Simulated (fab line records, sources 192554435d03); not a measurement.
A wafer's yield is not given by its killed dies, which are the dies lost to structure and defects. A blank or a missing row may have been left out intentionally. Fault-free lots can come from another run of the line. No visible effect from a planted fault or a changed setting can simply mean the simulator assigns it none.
Matching of chambers    flow n5Finfet    4 sister chambers for N5_ILD0_LINER_00 on aldSin-01
The step material SiNx, target thk 4 nm, pulse time 1 s, purge time 2 s. 16 wafers are shown with their chamber, then 8 later ones without.

WAFERS WITH THEIR CHAMBER
wafer   chamber  heaterPowerW (W)  precursorPulseHeightRel
L077.1  0        744               0.987
L077.2  2        1097              0.980
L077.6  2        1067              0.967
L079.1  3        855               1.017
L079.2  2        1063              1.032
L079.3  0        766               1.003
L082.1  1        922               1.004
L082.3  3        850               1.011
L082.5  1        912               1.021
L086.1  2        1101              0.993
L086.3  1        917               1.013
L086.5  1        943               0.992
L087.1  0        764               1.005
L087.2  1        928               1.006
L087.3  3        854               0.980
L089.1  0        766               0.984

SIGNATURES, as means of the wafers listed above
reading                  chamber 0  chamber 1  chamber 2  chamber 3  scatter within a chamber
heaterPowerW             760.00     924.40     1082.00    853.00     13.2
precursorPulseHeightRel  0.99475    1.00720    0.99300    1.00267    0.0182
Rule: a wafer's distance from a chamber is the root of the sum, over the readings, of the square of ((its reading less the chamber's mean) divided by the reading's scatter). If the next closest chamber is less than 2 further off than the closest, the wafer can't be placed; otherwise it belongs to the closest. How the scatter is found: for the shown wafers, subtract from each reading the mean of its chamber, square and add these, divide the total by (wafers less chambers), then take the root.

WAFERS WITHOUT THEIR CHAMBER
wafer   heaterPowerW (W)  precursorPulseHeightRel
L089.2  951               1.004
L089.5  1072              1.002
L092.1  933               1.039
L092.2  1104              1.034
L092.3  831               0.993
L096.2  816               1.000
L096.3  902               0.991
L096.6  725               1.022

WHICH CHAMBER EACH WENT THROUGH
wafer   from the rows above      in truth
L089.2  1                        1
L089.5  2                        2
L092.1  1                        1
L092.2  2                        2
L092.3  3                        3
L096.2  can't be placed: 3 or 0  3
L096.3  can't be placed: 1 or 3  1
L096.6  0                        0
Placed correctly: 6 of 8. These rows do not allow placing 2 (true chamber among the candidates in 2). Wrongly placed: 0.
